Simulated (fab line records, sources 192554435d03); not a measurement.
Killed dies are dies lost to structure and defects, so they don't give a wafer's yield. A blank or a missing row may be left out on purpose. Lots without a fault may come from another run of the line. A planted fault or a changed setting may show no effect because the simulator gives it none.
Problem report in the 8D (eight disciplines) form, filled by code | flow n5_finfet | the parts of the form that need people (team, actions taken, sign-off) are left out

1. THE PROBLEM
spin_speed_rpm at N5_BEOL_M4_COAT_73 reads a mean of 1641.3 rpm on 6 wafers of 2 lots; wafers without a fault read 1500.2 rpm with a standard deviation of 0.87. That is +99 or more standard deviations from the usual mean.
The step: time 60 s, resist thk 5 nm.
First seen on wafer L471.2, day 12 12:07, on litho_track-04. The record holds 12 wafers of 4 lots with a number at this step. Rule for "out", or "out of limits": more than 4 standard deviations from the usual mean. The other wafers with a number count as sound.

2. WHAT IT IS AND WHAT IT IS NOT
question                    | is                     | is not
which readings at this step | spin_speed_rpm         | heater_power_total_W, resist_line_temp_C
which lots                  | L471, L474             | L461, L467
which wafers of those lots  | all that have a number | -
read on which tools         | litho_track-04         | litho_track-01
when                        | from day 12 12:07      | up to then (6 sound wafers)

3. SUSPECTS, AND WHAT RULES EACH OUT
Counting: a tool at a process step up to the reading stays a suspect if it ran every lot that is out and no sound lot after the first of them.
- litho_track-04 at N5_BEOL_M4_COAT_73 (time 60 s, resist thk 5 nm): kept. It ran every lot that is out, first L471 (day 12 12:07), and no sound lot after that; its last sound lot up to then is L467 (day 11 21:35). Its own readings are out on those wafers: spin_speed_rpm.
Left after counting: litho_track-04 at N5_BEOL_M4_COAT_73.

4. THE CAUSE (what the simulator had put in)
Process parameter drift: litho_track-04, from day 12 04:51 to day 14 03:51, at N5_BEOL_M4_COAT_73. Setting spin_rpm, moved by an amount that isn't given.
Counting left only this tool.

5. THE CHAIN OF EFFECTS, in route order
Each row: a reading whose mean over the struck wafers that have a number lies more than 3 standard deviations from the usual. Only readings for which the record gives a usual standard deviation are gone through. hours: the time from each lot's start at the first step in this table that gives one to its start at this step, as a median over the lots. sigmas: the change in usual standard deviations.
hours | step               | reading        | usual      | on struck wafers | change | sigmas
0     | N5_BEOL_M4_COAT_73 | spin_speed_rpm | 1500.2 rpm | 1641.3           | +141.1 | +99 or more
The process steps in it:
- N5_BEOL_M4_COAT_73: time 60 s, resist thk 5 nm.
Later measuring or inspecting steps at which every struck wafer that the step has a row for has a number for every such reading, and none has moved that far: N5_BEOL_M4_RC_MEAS_101.

6. WHAT WOULD HAVE CAUGHT IT SOONER
In this record the first reading out of limits was taken at day 12 12:07, 7 hours after the fault began at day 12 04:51.
